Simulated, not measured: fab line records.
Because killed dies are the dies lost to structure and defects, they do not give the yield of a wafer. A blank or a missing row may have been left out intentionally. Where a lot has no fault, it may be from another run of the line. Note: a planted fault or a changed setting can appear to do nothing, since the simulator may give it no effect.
fab line records + flow n5Finfet
[record]
- lots = 9
- wafers = 24
- lastDay = 19
route steps=1938 shown MOL_CONTACT_COAG@546 BEOL_M4@1111 PASSIVATION@1936
lots untouched by any fault: they come from a run of this same line in which no faults occurred
startH: the number of hours between the record's first day and the start of the first shown wafer of the lot + waitH: hours since the lot's step before + " same as the row above + L1.1+2: several wafers, shown together as one row + - no value present, or no start provided + * or withheld: withheld + < > ~ a bound
route shown NAME@n: a module of which the file shows steps, and the number in the route of the first + usual: average and standard deviation across the fault-free wafers + same: alike in all rows + chamber/n: place in a boat + sites: each site's reading + _std_site: how widely they spread, as a standard deviation + _edge_site: outer sites' mean less inner sites' + radiusMm: how far each site lies from the wafer's centre + mask NAME#n: copy n + behind: the tool/chamber that last shaped the wafer + hold: what put the lot on hold/how long, in hours/how the hold closed + device: the transistor (n, p or np) that didn't switch + end of line: the tests these same wafers got at the end of their route + step lacking rows: just its recipe + killed: not the wafer's yield, but the dies lost to structure and defects at the first sort + map: a wafer's dies, marking killed ones x, the rest . and places with no die _
set.NAME: the run value of the setting; set.NAME@STEP: its run value at that earlier step + model.NAME: the simulator's own value behind a step, which no gauge read
route steps across a sampled set of lots; one table per step, one row per wafer
services: from which hour (startH, from the record's first day; less than 0 if before it) a tool's chamber was out of use, for how many hours, and why
[[steps]]
[step N5_MOL_CONTACT_COAG_PRE_CLEAN_141]
[recipe]
- gas = H2/He
- timeS = 60
- tempC = 300
[usual]
- heaterPowerW = 459/44
| lot.wafer | tool          | chamber | startH | waitH | heaterPowerW |
|-----------|---------------|---------|--------|-------|--------------|
| L108.1    | pvdSputter-03 | -       | 93.53  | 0.3   | 415          |
| L108.2    | "             | -       | "      | "     | 456          |
| L108.3    | "             | -       | "      | "     | 422          |
| L111.2    | pvdSputter-01 | -       | 110.80 | 0.2   | 430          |
| L111.3    | "             | -       | "      | "     | 509          |
| L111.6    | "             | -       | "      | "     | 411          |
| L114.1    | pvdSputter-02 | -       | 125.96 | 1.6   | 448          |
| L114.2    | "             | -       | "      | "     | 505          |
| L114.6    | "             | -       | "      | "     | 569          |
| L119.1    | pvdSputter-02 | -       | 166.34 | 0.7   | 454          |
| L119.2    | "             | -       | "      | "     | 420          |
| L123.1    | pvdSputter-03 | -       | 181.53 | 1.0   | 424          |
| L123.2    | "             | -       | "      | "     | 423          |
| L124.1    | pvdSputter-01 | -       | 184.36 | 1.0   | 436          |
| L124.4    | "             | -       | "      | "     | 434          |
| L127.3    | pvdSputter-01 | -       | 203.91 | 1.5   | 404          |
| L127.5    | "             | -       | "      | "     | 449          |
| L127.6    | "             | -       | "      | "     | 403          |
| L130.1    | pvdSputter-02 | -       | 219.43 | 0.8   | 504          |
| L130.2    | "             | -       | "      | "     | 411          |
| L130.3    | "             | -       | "      | "     | 449          |
| L131.2    | pvdSputter-03 | -       | 226.62 | 0.7   | 470          |
| L131.4    | "             | -       | "      | "     | 433          |
| L131.6    | "             | -       | "      | "     | 444          |
[step N5_MOL_CONTACT_COAG_SPUTTER_130]
[recipe]
- material = Co
- targetThkA = 475
- tempC = 25
- chamberPressurePa = 0.5
- powerW = 3000
[usual]
- chamberPressurePa = 0.4999/0.001
- throttleValvePct = 30.0/1.2
| lot.wafer | tool          | chamber | startH | waitH | chamberPressurePa | throttleValvePct |
|-----------|---------------|---------|--------|-------|-------------------|------------------|
| L108.1    | pvdSputter-02 | -       | 96.73  | 0.0   | 0.4997            | 29.2             |
| L108.2    | "             | -       | "      | "     | 0.5018            | 31.4             |
| L108.3    | "             | -       | "      | "     | 0.5010            | 31.5             |
| L111.2    | pvdSputter-03 | -       | 113.14 | 0.0   | 0.4990            | 30.8             |
| L111.3    | "             | -       | "      | "     | 0.5032            | 31.0             |
| L111.6    | "             | -       | "      | "     | 0.4992            | 30.1             |
| L114.1    | pvdSputter-02 | -       | 129.02 | 0.0   | 0.5003            | 31.4             |
| L114.2    | "             | -       | "      | "     | 0.5000            | 29.4             |
| L114.6    | "             | -       | "      | "     | 0.5006            | 31.5             |
| L119.1    | pvdSputter-01 | -       | 168.86 | 0.0   | 0.4984            | 27.6             |
| L119.2    | "             | -       | "      | "     | 0.5003            | 30.5             |
| L123.1    | pvdSputter-01 | -       | 184.14 | 0.0   | 0.4988            | 29.2             |
| L123.2    | "             | -       | "      | "     | 0.4994            | 30.6             |
| L124.1    | pvdSputter-02 | -       | 187.88 | 0.0   | 0.5000            | 29.2             |
| L124.4    | "             | -       | "      | "     | 0.5005            | 31.2             |
| L127.3    | pvdSputter-02 | -       | 208.32 | 0.0   | 0.5000            | 29.2             |
| L127.5    | "             | -       | "      | "     | 0.5006            | 29.3             |
| L127.6    | "             | -       | "      | "     | 0.4981            | 31.4             |
| L130.1    | pvdSputter-03 | -       | 222.26 | 0.0   | 0.5002            | 30.0             |
| L130.2    | "             | -       | "      | "     | 0.4997            | 31.0             |
| L130.3    | "             | -       | "      | "     | 0.5007            | 30.7             |
| L131.2    | pvdSputter-01 | -       | 229.16 | 0.0   | 0.5017            | 30.7             |
| L131.4    | "             | -       | "      | "     | 0.4983            | 30.0             |
| L131.6    | "             | -       | "      | "     | 0.4987            | 28.7             |
[step N5_MOL_CONTACT_COAG_CMP_23]
[recipe]
- stopOn = SiO2
- tOverpolishS = 1.5
- postCmpClean = cuAlkaline
- downForcePsi = 2
- platenRpm = 50.289
- padVelocityMS = 1.0006
- targetThkNm = 0
[usual]
- motorCurrentA = 8.0/0.66
- overpolishRunS = 1.500/0.0088
- slurryFlowMlMin = 150.0/0.49
- timeToEndpointS = 9.5/1.8
| lot.wafer | tool   | chamber | startH | waitH | motorCurrentA | overpolishRunS | slurryFlowMlMin | timeToEndpointS |
|-----------|--------|---------|--------|-------|---------------|----------------|-----------------|-----------------|
| L108.3    | cmp-01 | 2       | 96.92  | 0.0   | 7.7           | 1.506          | 151.1           | 12.3            |
| L108.1    | "      | 3       | "      | "     | 7.0           | 1.505          | 150.5           | 12.4            |
| L108.2    | "      | 1       | "      | "     | 9.1           | 1.515          | 149.9           | 10.3            |
| L111.3    | cmp-02 | 3       | 113.36 | 0.1   | 7.9           | 1.494          | 149.7           | 9.7             |
| L111.2    | "      | 1       | "      | "     | 7.1           | 1.500          | 150.1           | 10.8            |
| L111.6    | "      | 2       | "      | "     | 8.6           | 1.497          | 150.1           | 9.0             |
| L114.1    | cmp-01 | 2       | 129.24 | 0.1   | 7.8           | 1.498          | 151.1           | 9.9             |
| L114.2    | "      | 0       | "      | "     | 7.7           | 1.494          | 149.9           | 9.2             |
| L114.6    | "      | 1       | "      | "     | 9.1           | 1.490          | 149.5           | 6.5             |
| L119.2    | cmp-01 | 2       | 169.11 | 0.1   | 8.0           | 1.500          | 149.6           | 10.9            |
| L119.1    | "      | 0       | "      | "     | 7.7           | 1.497          | 149.8           | 19.6            |
| L123.1    | cmp-01 | 3       | 184.32 | 0.0   | 6.8           | 1.493          | 150.0           | 20.0            |
| L123.2    | "      | 2       | "      | "     | 7.5           | 1.507          | 150.4           | 10.9            |
| L124.1    | cmp-01 | 2       | 188.10 | 0.1   | 7.5           | 1.492          | 150.0           | 17.5            |
| L124.4    | "      | 3       | "      | "     | 6.7           | 1.497          | 149.9           | 7.4             |
| L127.3    | cmp-04 | 0       | 208.55 | 0.1   | 7.9           | 1.502          | 150.0           | 6.8             |
| L127.5    | "      | 3       | "      | "     | 7.8           | 1.519          | 150.9           | 7.1             |
| L127.6    | "      | 0       | "      | "     | 7.9           | 1.496          | 149.8           | 9.1             |
| L130.2    | cmp-02 | 0       | 222.47 | 0.1   | 7.8           | 1.489          | 149.5           | 10.2            |
| L130.1    | "      | 2       | "      | "     | 8.5           | 1.497          | 150.6           | 9.4             |
| L130.3    | "      | 3       | "      | "     | 8.0           | 1.499          | 149.7           | 11.4            |
| L131.2    | cmp-04 | 2       | 229.34 | 0.0   | 9.4           | 1.499          | 149.9           | 10.6            |
| L131.4    | "      | 0       | "      | "     | 7.7           | 1.500          | 150.2           | 9.8             |
| L131.6    | "      | 2       | "      | "     | 8.8           | 1.494          | 149.5           | 8.4             |
[step N5_MOL_CONTACT_COAG_CMP_28]
[recipe]
- stopOn = SiNx
- tOverpolishS = 0.85
- postCmpClean = alkalineBrush
- downForcePsi = 4.15
- platenRpm = 51.8
- padVelocityMS = 1.0307
- targetThkNm = 14.522
[usual]
- motorCurrentA = 12.3/1.1
- slurryFlowMlMin = 150.0/0.46
| lot.wafer | tool   | chamber | startH | waitH | motorCurrentA | slurryFlowMlMin |
|-----------|--------|---------|--------|-------|---------------|-----------------|
| L108.1    | cmp-04 | 2       | 101.22 | 0.8   | 14.0          | 149.5           |
| L108.2    | "      | 3       | "      | "     | 13.0          | 149.0           |
| L108.3    | "      | 0       | "      | "     | 11.7          | 149.7           |
| L111.2    | cmp-02 | 2       | 116.76 | 0.8   | 13.2          | 149.5           |
| L111.3    | "      | 0       | "      | "     | 11.0          | 148.7           |
| L111.6    | "      | 3       | "      | "     | 11.9          | 150.6           |
| L114.1    | cmp-01 | 1       | 131.59 | 0.8   | 13.7          | 150.0           |
| L114.2    | "      | 0       | "      | "     | 11.7          | 149.8           |
| L114.6    | "      | 1       | "      | "     | 13.9          | 149.7           |
| L119.2    | cmp-01 | 2       | 171.46 | 0.8   | 12.0          | 150.0           |
| L119.1    | "      | 0       | "      | "     | 12.3          | 149.4           |
| L123.2    | cmp-01 | 2       | 186.75 | 0.8   | 11.8          | 149.8           |
| L123.1    | "      | 3       | "      | "     | 10.8          | 150.1           |
| L124.1    | cmp-02 | 3       | 192.02 | 0.8   | 12.2          | 149.7           |
| L124.4    | "      | 1       | "      | "     | 11.2          | 150.0           |
| L127.3    | cmp-01 | 0       | 210.94 | 0.8   | 12.4          | 150.0           |
| L127.6    | "      | 3       | "      | "     | 10.6          | 149.9           |
| L127.5    | "      | 0       | "      | "     | 12.2          | 150.4           |
| L130.3    | cmp-04 | 3       | 224.86 | 0.8   | 12.4          | 149.8           |
| L130.2    | "      | 0       | "      | "     | 11.8          | 149.8           |
| L130.1    | "      | 2       | "      | "     | 14.0          | 149.8           |
| L131.4    | cmp-01 | 0       | 232.29 | 0.8   | 12.2          | 150.1           |
| L131.2    | "      | 2       | "      | "     | 11.7          | 150.1           |
| L131.6    | "      | 0       | "      | "     | 12.2          | 150.5           |
[step N5_MOL_CONTACT_COAG_THK_MEAS_29]
[recipe]
- reads = SiNx_of_GATE_CUT_PECVD_57+SiNx_of_GATE_CUT_SAC_CAP_01
[usual]
- MD_CAP_THK = 17.91/0.072
| lot.wafer | tool         | chamber | startH | waitH | MD_CAP_THK[nm] |
|-----------|--------------|---------|--------|-------|----------------|
| L108.1    | filmMetro-02 | -       | 101.51 | -     | 17.70          |
| L108.2    | "            | -       | "      | "     | 17.88          |
| L108.3    | "            | -       | "      | "     | 17.84          |
| L111.2    | filmMetro-01 | -       | 117.05 | -     | 17.91          |
| L111.3    | "            | -       | "      | "     | 17.94          |
| L111.6    | "            | -       | "      | "     | 17.92          |
| L114.1    | filmMetro-01 | -       | 131.89 | -     | 17.87          |
| L114.2    | "            | -       | "      | "     | 17.90          |
| L114.6    | "            | -       | "      | "     | 17.83          |
| L119.1    | filmMetro-01 | -       | 171.75 | -     | 18.92          |
| L119.2    | "            | -       | "      | "     | 18.02          |
| L123.1    | filmMetro-01 | -       | 187.01 | -     | 18.86          |
| L123.2    | "            | -       | "      | "     | 17.96          |
| L124.1    | filmMetro-02 | -       | 192.31 | -     | 18.98          |
| L124.4    | "            | -       | "      | "     | 17.92          |
| L127.3    | filmMetro-01 | -       | 211.20 | -     | 17.88          |
| L127.5    | "            | -       | "      | "     | 17.82          |
| L127.6    | "            | -       | "      | "     | 17.88          |
| L130.1    | filmMetro-02 | -       | 225.15 | -     | 17.85          |
| L130.2    | "            | -       | "      | "     | 17.91          |
| L130.3    | "            | -       | "      | "     | 17.95          |
| L131.2    | filmMetro-01 | -       | 232.55 | -     | 17.95          |
| L131.4    | "            | -       | "      | "     | 17.97          |
| L131.6    | "            | -       | "      | "     | 17.95          |
[step N5_MOL_CONTACT_COAG_ETCH_47]
[recipe]
- chemistry = CH3F/O2
- target = SiNx
- targetDepthA = 270
- maskMaterial = SiO2
- stopOn = W
- overEtchFrac = 0.2
- ionEnergyEv = 120
- endpoint = OES-CN
- pressureMtorr = 30
- sourceW = 395
- biasW = 73
- Ar_flow_sccm = 150
- CH3F_flow_sccm = 30
- O2_flow_sccm = 20
- ends = endPoint
[usual]
- drypumpMotorCurrentA = 5.9/0.36
- etchRfOnTimeS = 31.1/0.42
- oes_o_777_au = 0.79/0.078
- oesProductAu = 0.71/0.07
- rfVppV = 298.4/2.3
- showerheadPlenumPTorr = 2.03/0.094
- throttleValvePct = 16.27/0.17
| lot.wafer | tool       | chamber | startH | waitH | drypumpMotorCurrentA | etchRfOnTimeS | oes_o_777_au | oesProductAu | rfHoursCounterH | rfVppV | showerheadPlenumPTorr | throttleValvePct |
|-----------|------------|---------|--------|-------|----------------------|---------------|--------------|--------------|-----------------|--------|-----------------------|------------------|
| L108.1    | rieDiel-05 | 1       | 103.29 | 0.0   | 5.4                  | 30.7          | 0.75         | 0.70         | 111             | 296.6  | 1.85                  | 16.46            |
| L108.2    | "          | 2       | "      | "     | 5.8                  | 31.6          | 0.68         | 0.60         | 247             | 298.1  | 1.89                  | 16.65            |
| L108.3    | "          | 0       | "      | "     | 5.5                  | 31.2          | 0.78         | 0.70         | 137             | 299.8  | 2.08                  | 16.13            |
| L111.2    | rieDiel-04 | 2       | 118.85 | 0.0   | 6.1                  | 30.8          | 0.89         | 0.79         | 35              | 296.8  | 1.95                  | 16.40            |
| L111.3    | "          | 0       | "      | "     | 6.4                  | 30.5          | 0.93         | 0.83         | 22              | 298.9  | 2.13                  | 16.01            |
| L111.6    | "          | 0       | "      | "     | 6.4                  | 30.8          | 0.93         | 0.83         | -               | 297.3  | 2.13                  | 16.02            |
| L114.1    | rieDiel-04 | 2       | 134.42 | 0.0   | 6.1                  | 30.8          | 0.87         | 0.80         | 41              | 297.7  | 1.95                  | 16.40            |
| L114.2    | "          | 0       | "      | "     | 6.4                  | 30.6          | 0.92         | 0.82         | 28              | 297.1  | 2.13                  | 16.02            |
| L114.6    | "          | 3       | "      | "     | 6.0                  | 30.6          | 0.74         | 0.67         | -               | 300.8  | 1.98                  | 16.24            |
| L119.1    | rieDiel-05 | 0       | 174.15 | 0.0   | 5.5                  | 33.5          | 0.77         | 0.67         | 163             | 300.4  | 2.08                  | 16.20            |
| L119.2    | "          | 1       | "      | "     | 5.4                  | 31.4          | 0.74         | 0.68         | 136             | 296.3  | 1.85                  | 16.49            |
| L123.1    | rieDiel-02 | 0       | 191.61 | 0.0   | 5.3                  | 32.0          | 0.85         | 0.76         | 41              | 297.4  | 2.12                  | 16.05            |
| L123.2    | "          | 3       | "      | "     | 5.9                  | 31.6          | 0.73         | 0.65         | 191             | 298.3  | 2.06                  | 16.17            |
| L124.1    | rieDiel-04 | 2       | 194.39 | 0.0   | 6.1                  | 32.6          | 0.85         | 0.76         | 62              | 297.4  | 1.95                  | 16.45            |
| L124.4    | "          | 0       | "      | "     | 6.3                  | 30.6          | 0.89         | 0.79         | 49              | 296.9  | 2.12                  | 16.06            |
| L127.3    | rieDiel-02 | 1       | 213.13 | 0.0   | 5.5                  | 31.5          | 0.80         | 0.72         | 95              | 302.0  | 2.11                  | 16.32            |
| L127.5    | "          | 0       | "      | "     | 5.3                  | 30.7          | 0.83         | 0.74         | -               | 297.6  | 2.12                  | 16.04            |
| L127.6    | "          | 3       | "      | "     | 5.9                  | 32.1          | 0.72         | 0.64         | -               | 298.2  | 2.06                  | 16.20            |
| L130.1    | rieDiel-02 | 2       | 227.66 | 0.0   | 6.4                  | 30.7          | 0.96         | 0.86         | 3               | 301.0  | 1.96                  | 16.05            |
| L130.2    | "          | 0       | "      | "     | 5.3                  | 31.0          | 0.82         | 0.74         | 57              | 297.3  | 2.11                  | 16.07            |
| L130.3    | "          | 3       | "      | "     | 5.9                  | 32.0          | 0.72         | 0.64         | 206             | 298.2  | 2.06                  | 16.21            |
| L131.2    | rieDiel-04 | 0       | 234.52 | 0.0   | 6.4                  | 30.8          | 0.86         | 0.77         | 64              | 296.3  | 2.12                  | 16.10            |
| L131.4    | "          | 1       | "      | "     | 6.1                  | 31.4          | 0.71         | 0.64         | 234             | 293.2  | 1.89                  | 16.30            |
| L131.6    | "          | 0       | "      | "     | 6.4                  | 30.6          | 0.87         | 0.77         | -               | 297.3  | 2.12                  | 16.08            |
[step N5_BEOL_M4_RC_MEAS_101]
[usual]
- DIBL_N = 35.9/1.3
- DIBL_P = 35.9/1.5
- IOFF_N = 0.152/0.023
- IOFF_P = 0.204/0.027
- ION_N = 673/9.2
- ION_P = 462/6.7
- SS_N = 71.4/0.48
- SS_P = 73.2/0.55
- VT_N = 250.3/2.6
- VT_P = -250.6/3
| lot.wafer | tool      | chamber | startH | waitH | DIBL_N[mV/V] | DIBL_P[mV/V] | IOFF_N[nA/um] | IOFF_P[nA/um] | ION_N[uA/um] | ION_P[uA/um] | SS_N[mV/dec] | SS_P[mV/dec] | VT_N[mV] | VT_P[mV] |
|-----------|-----------|---------|--------|-------|--------------|--------------|---------------|---------------|--------------|--------------|--------------|--------------|----------|----------|
| L108.1    | prober-02 | 0       | 180.88 | 0.0   | 35.2         | 35.1         | 0.120         | 0.163         | 662          | 455          | 70.9         | 72.3         | 255.4    | -253.8   |
| L108.2    | "         | 0       | "      | "     | 37.0         | 38.1         | 0.155         | 0.207         | 671          | 468          | 71.2         | 72.6         | 251.9    | -251.8   |
| L108.3    | "         | 0       | "      | "     | 37.2         | 37.3         | 0.149         | 0.193         | 659          | 450          | 71.6         | 73.2         | 250.1    | -251.3   |
| L111.2    | prober-02 | 0       | 210.39 | 0.2   | 36.5         | 37.3         | 0.167         | 0.198         | 677          | 461          | 70.8         | 74.3         | 249.8    | -253.7   |
| L111.3    | "         | 0       | "      | "     | 35.0         | 36.3         | 0.150         | 0.182         | 679          | 452          | 71.0         | 73.0         | 252.0    | -254.3   |
| L111.6    | "         | 0       | "      | "     | 36.1         | 37.1         | 0.163         | 0.197         | 680          | 462          | 71.5         | 73.2         | 248.3    | -251.2   |
| L114.1    | prober-02 | 0       | 230.87 | 0.0   | 36.6         | 35.2         | 0.144         | 0.217         | 665          | 462          | 71.6         | 73.5         | 252.7    | -248.6   |
| L114.2    | "         | 0       | "      | "     | 37.2         | 36.9         | 0.167         | 0.244         | 671          | 464          | 72.1         | 74.2         | 248.3    | -249.5   |
| L114.6    | "         | 0       | "      | "     | 36.1         | 34.5         | 0.141         | 0.198         | 659          | 449          | 71.9         | 72.5         | 253.3    | -251.8   |
| L119.1    | prober-01 | 0       | 266.27 | 0.0   | 35.2         | 36.2         | 0.158         | 0.216         | 679          | 469          | 71.9         | 72.9         | 250.1    | -248.2   |
| L119.2    | "         | 0       | "      | "     | 32.5         | 33.7         | 0.120         | 0.180         | 670          | 462          | 70.6         | 72.4         | 252.9    | -250.1   |
| L124.1    | prober-02 | 0       | 276.64 | 0.0   | 33.7         | 32.6         | 0.112         | 0.168         | 658          | 463          | 71.3         | 72.2         | 254.1    | -251.2   |
| L124.4    | "         | 0       | "      | "     | 37.4         | 37.8         | 0.179         | 0.235         | 677          | 469          | 71.4         | 74.2         | 249.8    | -248.6   |
| L123.1    | prober-02 | 0       | 278.09 | 0.0   | 37.4         | 34.7         | 0.139         | 0.161         | 679          | 457          | 71.0         | 72.6         | 251.0    | -255.2   |
| L123.2    | "         | 0       | "      | "     | 39.0         | 36.7         | 0.163         | 0.193         | 689          | 463          | 71.4         | 73.7         | 248.7    | -253.3   |
| L127.3    | prober-01 | 0       | 305.57 | 0.3   | 36.5         | 36.4         | 0.174         | 0.228         | 688          | 471          | 71.9         | 72.9         | 246.3    | -248.1   |
| L127.5    | "         | 0       | "      | "     | 35.8         | 35.8         | 0.162         | 0.218         | 681          | 469          | 72.0         | 72.9         | 248.6    | -249.2   |
| L127.6    | "         | 0       | "      | "     | 36.4         | 36.3         | 0.172         | 0.228         | 677          | 468          | 71.1         | 72.5         | 245.5    | -247.2   |
| L130.1    | prober-01 | 0       | 331.94 | 0.0   | 41.0         | 40.4         | 0.248         | 0.306         | 686          | 469          | 72.2         | 74.8         | 245.1    | -245.4   |
| L130.2    | "         | 0       | "      | "     | 37.6         | 35.8         | 0.157         | 0.216         | 667          | 459          | 72.2         | 73.7         | 251.9    | -252.3   |
| L130.3    | "         | 0       | "      | "     | 38.4         | 36.5         | 0.177         | 0.238         | 669          | 455          | 71.4         | 74.4         | 249.1    | -249.1   |
| L131.2    | prober-02 | 0       | 334.79 | 0.2   | 35.3         | 34.3         | 0.134         | 0.219         | 657          | 466          | 71.6         | 73.2         | 252.8    | -247.0   |
| L131.4    | "         | 0       | "      | "     | 35.2         | 34.4         | 0.130         | 0.216         | 667          | 471          | 71.4         | 72.1         | 249.9    | -247.9   |
| L131.6    | "         | 0       | "      | "     | 35.9         | 35.3         | 0.146         | 0.240         | 678          | 477          | 71.1         | 73.7         | 251.0    | -244.7   |
[step N5_PASSIVATION_PROBE_49]
[usual]
- defectLimitedYield = 91.0/1.5
- killed_at_M0_to_M3 = 37/12
- killed_at_M4_up = 13/5
- killedAtContacts = 13/6.1
- killedAtFrontEnd = 39/11
- killedAtOther = 4/3.2
- killedDies = 106/17
- killedOpen = 69/12
- killedShort = 35/7.9
- sort_bin_4_leakage = 0.00/0.007
- sort_bin_5_function = 5.3/1
- sort_bin_6_memory = 3.3/0.68
- sortNPass = 1074/17
- sortYieldPct = 91.0/1.5
[same]
- grossDies = 1180
- killedAtBackSide = 0
- sort_bin_8_speed[%] = 0
| lot.wafer | tool      | chamber | startH | waitH | defectLimitedYield[%] | killed_at_M0_to_M3 | killed_at_M4_up | killedAtContacts | killedAtFrontEnd | killedAtOther | killedDies | killedOpen | killedShort | sort_bin_4_leakage[%] | sort_bin_5_function[%] | sort_bin_6_memory[%] | sortNPass | sortYieldPct[%] |
|-----------|-----------|---------|--------|-------|-----------------------|--------------------|-----------------|------------------|------------------|---------------|------------|------------|-------------|-----------------------|------------------------|----------------------|-----------|-----------------|
| L123.1    | prober-01 | -       | 390.37 | 0.0   | 88.6                  | 56                 | 16              | 8                | 45               | 9             | 134        | 79         | 52          | 0                     | 7.0                    | 3.7                  | 1046      | 88.6            |
| L123.2    | prober-01 | -       | 390.42 | 0.1   | 91.0                  | 34                 | 16              | 14               | 35               | 7             | 106        | 65         | 39          | 0                     | 5.2                    | 3.6                  | 1074      | 91.0            |
// killed by level:class
L123.1 FIN_SAQP:geometricParticle:open=14 BEOL_M2:geometricParticle:open=14 BEOL_M0_SAQP:geometricParticle:short=13 FIN_SAQP:geometricParticle:short=9 BEOL_M0_SAQP:geometricParticle:open=9 BEOL_M3:geometricParticle:open=8 STI_FIN_REVEAL:geometricParticle:open=5 BEOL_M0:geometricParticle:short=5
L123.2 MOL_CONTACT_COAG:geometricParticle:open=13 BEOL_M0_SAQP:geometricParticle:short=10 FIN_SAQP:geometricParticle:short=7 STI_FIN_REVEAL:geometricParticle:open=6 GATE_CUT:geometricParticle:short=6 BEOL_M1:geometricParticle:open=6 BEOL_M4:geometricParticle:open=6 ILD0:geometricParticle:open=5
[[services]]
| tool          | chamber | startH | hours | kind                          |
|---------------|---------|--------|-------|-------------------------------|
| cmp-04        | -       | 72.88  | 3.9   | repair                        |
| cmp-04        | -       | 84.86  | 0.3   | repair                        |
| rieDiel-02    | -       | 85.35  | 0.4   | repair                        |
| cmp-04        | -       | 87.41  | 1.7   | repair                        |
| cmp-02        | -       | 94.18  | 2.6   | repair                        |
| cmp-02        | -       | 99.98  | 5.3   | repair                        |
| rieDiel-02    | 2       | 113.74 | 6.6   | repair                        |
| cmp-01        | -       | 122.00 | 5.7   | pm                            |
| cmp-04        | -       | 136.09 | 0.9   | repair                        |
| cmp-02        | -       | 139.93 | 1.2   | repair                        |
| cmp-02        | -       | 149.79 | 7.9   | repair                        |
| cmp-02        | -       | 182.65 | 1.8   | repair                        |
| pvdSputter-03 | -       | 186.76 | 4.3   | repair                        |
| cmp-04        | -       | 192.98 | 3.4   | pm                            |
| rieDiel-02    | 2       | 193.76 | -     | clean                         |
| rieDiel-02    | 2       | 193.76 | -     | consumableReplace:focusRing   |
| rieDiel-02    | 2       | 193.76 | 21.7  | scheduledDown                 |
| rieDiel-02    | 2       | 193.76 | 21.7  | ventCycle                     |
| cmp-01        | -       | 195.17 | 1.2   | repair                        |
| cmp-02        | -       | 197.24 | 7.9   | pm                            |
| rieDiel-05    | 3       | 226.36 | 1.8   | repair                        |
| cmp-02        | -       | 227.28 | 4.0   | pm                            |
| cmp-02        | -       | 231.28 | -     | consumableReplace:conditioner |
| cmp-02        | -       | 231.28 | -     | consumableReplace:pad         |
[[key]]
[firstSign]
- step = N5_MOL_CONTACT_COAG_CMP_23
- reading = timeToEndpointS
- direction = up
- sigmas = 5.4
- usual = *
- struck = *
[effect]
- step = N5_MOL_CONTACT_COAG_THK_MEAS_29
- reading = MD_CAP_THK
- direction = up
- sigmas = 14
- usual = 17.91
- struck = 18.92
[effect]
- step = N5_MOL_CONTACT_COAG_ETCH_47
- reading = etchRfOnTimeS
- direction = up
- sigmas = 3.8
- usual = *
- struck = *
metAt N5_MOL_CONTACT_COAG_CMP_23
struckLots L119,L123,L124
struckWafers L119.1,L123.1,L124.1
notActingAt N5_MOL_CONTACT_COAG_PRE_CLEAN_141,N5_MOL_CONTACT_COAG_SPUTTER_130,N5_MOL_CONTACT_COAG_CMP_28
onsetBetween 129.24 169.11
[fault]
- kind = processParameterDrift
- tool = cmp-01
- chamber = -
- onsetH = 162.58
- steps = N5_MOL_CONTACT_COAG_CMP_23
- channel = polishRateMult
- offset = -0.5
- shape = step
- endH = 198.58
- scope = struckWafersOnly
